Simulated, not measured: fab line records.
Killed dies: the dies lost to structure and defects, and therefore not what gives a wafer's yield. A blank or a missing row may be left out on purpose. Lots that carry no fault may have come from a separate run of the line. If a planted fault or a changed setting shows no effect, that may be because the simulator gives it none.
Split-lot experiment    flow n5 finfet    route with 1938 steps; 7 lots, 21 wafers read

ON THE SPLIT
At N5_BEOL_M2_COAT_22 (resist thk 30 nm), the setting spin rpm was moved away from the recipe's 1500 rpm on 8 of the 21 wafers read, by -9.5% to +9.3%. For the rest of the wafers, this setting stayed at what the recipe calls for.

FROM THE SPLIT TO THE READING: what the file shows between them, 4 steps
- N5_BEOL_M2_EBR_24
- N5_BEOL_M2_SOFTBAKE_23: time 60 s
- N5_BEOL_M2_DESCUM_33: chemistry O2, time 7 s
- N5_BEOL_M2_ALD_98: deposits SiO2, target thk 2.5 nm, pulse time 1 s, co reactant pulse time 1 s (also split here: ald cycles)

THE READING
CAR-EUV_of_BEOL_M2_COAT_22.thk nm (the simulator's own value, which no gauge read), in nm, at N5_BEOL_M2_ETCHBACK_99 (etches SiO2 in CHF3, target depth 5 nm, time 10.4 s). The file gives no usual value for it. The 13 wafers here that ran the recipe average 10.4 nm, standard deviation 0.11 nm.

wafer   tool, chamber at the split  spin rpm as run, rpm  against the recipe  CAR-EUV_of_BEOL_M2_COAT_22.thk nm, nm  against lot-mates on the recipe
L074.1  litho track-03, 0           1500                  recipe              10.6                                   -
L074.3  litho track-03, 0           1500                  recipe              10.4                                   -
L074.6  litho track-03, 0           1432                  -4.5%               11.2                                   +0.7
L078.1  litho track-05, 0           1500                  recipe              10.2                                   -
L078.2  litho track-05, 0           1600                  +6.7%               9.2                                    -1.0
L078.5  litho track-05, 0           1600                  +6.7%               9.4                                    -0.8
L081.1  litho track-05, 0           1500                  recipe              10.4                                   -
L081.2  litho track-05, 0           1500                  recipe              10.4                                   -
L081.5  litho track-05, 0           1500                  recipe              10.4                                   -
L090.1  litho track-03, 0           1428                  -4.8%               11.2                                   +0.8
L090.2  litho track-03, 0           1500                  recipe              10.4                                   -
L090.3  litho track-03, 0           1428                  -4.8%               11                                     +0.6
L088.1  litho track-03, 0           1500                  recipe              10.4                                   -
L088.3  litho track-03, 0           1500                  recipe              10.2                                   -
L088.6  litho track-03, 0           1500                  recipe              10.2                                   -
L097.1  litho track-03, 0           1640                  +9.3%               9                                      -1.4
L097.5  litho track-03, 0           1640                  +9.3%               9                                      -1.4
L097.6  litho track-03, 0           1500                  recipe              10.4                                   -
L096.1  litho track-03, 0           1500                  recipe              10.4                                   -
L096.4  litho track-03, 0           1500                  recipe              10.4                                   -
L096.2  litho track-03, 0           1357                  -9.5%               12                                     +1.6

FIT RESULTS
A straight line over all 21 wafers: CAR-EUV_of_BEOL_M2_COAT_22.thk nm changes by -0.158 nm for each +1% of spin rpm; r = -0.99; the points scatter about the line by 0.11 nm.
The same after taking each lot's own level away (the mean of its wafers on the recipe; 21 wafers): -0.151 nm for each +1%; r = -0.99; scatter 0.083 nm.
That fit puts the effect of the largest move of spin rpm on the reading at 1.4 nm.
From 10.20 to 10.50 nm: that is the span of the lots' own levels, equal to 2.8 times the standard deviation above.
The two slopes are in agreement: the lot-to-lot level therefore moves the slope only a little.
Check: with one of the wafers moved furthest among these (-9.5%) left out of the fit, the line predicts +1.4 nm for it against its lot-mates. Against them it came out at +1.6 nm.

THESE WAFERS: OTHER SPLITS
Before the reading, these wafers also passed through other splits. Each is held against what the fit with the lots' levels taken away leaves over:
other split on the same wafers  wafers away from the commonest value  r with CAR-EUV_of_BEOL_M2_COAT_22.thk nm (lot level and that fit taken away)
N5_BEOL_M1_PECVD_72 time s      6                                     -0.01
N5_BEOL_M1_EXPOSE_08 dose mj    4                                     -0.03
N5_BEOL_M2_DESCUM_16 time s     8                                     -0.07
N5_BEOL_M2_ETCH_64 source w     7                                     -0.05
N5_BEOL_M2_ALD_98 ald cycles    9                                     +0.41

THE WHOLE CHAIN: every reading that the file lists as answering this split, in the file's order
step                    what it does                                         reading                                                                             change (the file's fit)                r (the file's)
N5_BEOL_M2_COAT_22      resist thk 30 nm                                     CAR-EUV_of_BEOL_M2_COAT_22.thk nm (the simulator's own value, which no gauge read)  -0.156 nm for each +1% of the setting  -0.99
N5_BEOL_M2_DESCUM_33    chemistry O2, time 7 s                               CAR-EUV_of_BEOL_M2_COAT_22.thk nm (the simulator's own value, which no gauge read)  -0.165 nm for each +1% of the setting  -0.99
N5_BEOL_M2_ETCHBACK_99  etches SiO2 in CHF3, target depth 5 nm, time 10.4 s  CAR-EUV_of_BEOL_M2_COAT_22.thk nm (the simulator's own value, which no gauge read)  -0.154 nm for each +1% of the setting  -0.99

FILE'S OWN FIT
CAR-EUV_of_BEOL_M2_COAT_22.thk nm changes by -0.154 nm for each +1% of spin rpm, r = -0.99.
